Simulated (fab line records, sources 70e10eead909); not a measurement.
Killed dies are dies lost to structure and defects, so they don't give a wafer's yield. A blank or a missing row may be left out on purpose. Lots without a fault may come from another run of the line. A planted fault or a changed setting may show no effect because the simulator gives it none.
Chamber matching | flow nand_harc | NHARC_A_STAIRCASE_DESCUM_252 on rie_diel-08: 4 sister chambers
The step chemistry O2, time 3 s. 4 wafers are shown with their chamber, then 11 later ones without.

WAFERS WITH THEIR CHAMBER
wafer  | chamber | showerhead_plenum_p_Torr (Torr)
L087.5 | 1       | 1.85
L087.6 | 2       | 1.94
L088.5 | 3       | 1.82
L090.1 | 0       | 1.91

WAFERS WITHOUT THEIR CHAMBER
wafer  | showerhead_plenum_p_Torr (Torr)
L090.2 | 1.94
L090.6 | 1.85
L094.1 | 1.91
L094.2 | 1.84
L094.3 | 1.81
L093.3 | 1.94
L093.4 | 1.91
L093.5 | 1.91
L095.2 | 1.91
L095.4 | 1.81
L095.6 | 1.84

WHICH CHAMBER EACH WENT THROUGH
wafer  | from the rows above     | in truth
L090.2 | 2                       | 2
L090.6 | 1                       | 1
L094.1 | 0                       | 0
L094.2 | can't be placed: 1 or 3 | 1
L094.3 | 3                       | 3
L093.3 | 2                       | 2
L093.4 | 0                       | 0
L093.5 | 0                       | 0
L095.2 | 0                       | 0
L095.4 | 3                       | 3
L095.6 | can't be placed: 1 or 3 | 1
Placed correctly: 9 of 11. Can't be placed from these rows: 2 (the true chamber is among the candidates in 2). Placed wrongly: 0.
How it was worked out, from the rows above alone: a wafer's distance from a chamber is the root of the sum, over the readings, of the square of ((its reading less the chamber's mean) divided by the reading's scatter). The wafer belongs to the nearest chamber; if the next one is less than 2 further off, it can't be placed. A chamber's mean is the mean of its shown wafers. The scatter: with one shown wafer a chamber, the root of the mean of the squares of how far each hidden wafer lies from its nearest shown one.
